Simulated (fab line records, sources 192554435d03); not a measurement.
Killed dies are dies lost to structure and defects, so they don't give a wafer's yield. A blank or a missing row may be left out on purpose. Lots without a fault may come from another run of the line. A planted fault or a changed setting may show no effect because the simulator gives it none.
Chamber matching | flow n5_finfet | N5_BEOL_M13_ILD_DEP_00 on pecvd-04: 3 sister chambers
The step deposits SiOC from DEMS/O2, target thk 837.92 nm, time 166.4 s. 3 wafers are shown with their chamber, then 7 later ones without.

WAFERS WITH THEIR CHAMBER
wafer  | chamber | heater_power_w (W)
L836.3 | 1       | 544
L840.2 | 0       | 468
L840.5 | 2       | 413

WAFERS WITHOUT THEIR CHAMBER
wafer  | heater_power_w (W)
L840.6 | 554
L841.3 | 545
L841.4 | 567
L841.5 | 447
L842.4 | 534
L842.5 | 452
L842.6 | 481

WHICH CHAMBER EACH WENT THROUGH
wafer  | from the rows above     | in truth
L840.6 | 1                       | 1
L841.3 | 1                       | 1
L841.4 | 1                       | 1
L841.5 | can't be placed: 0 or 2 | 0
L842.4 | 1                       | 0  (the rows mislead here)
L842.5 | can't be placed: 0 or 2 | 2
L842.6 | 0                       | 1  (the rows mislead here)
Placed correctly: 3 of 7. Can't be placed from these rows: 2 (the true chamber is among the candidates in 2). Placed wrongly: 2.
How it was worked out, from the rows above alone: a wafer's distance from a chamber is the root of the sum, over the readings, of the square of ((its reading less the chamber's mean) divided by the reading's scatter). The wafer belongs to the nearest chamber; if the next one is less than 2 further off, it can't be placed. A chamber's mean is the mean of its shown wafers. The scatter: with one shown wafer a chamber, the root of the mean of the squares of how far each hidden wafer lies from its nearest shown one.
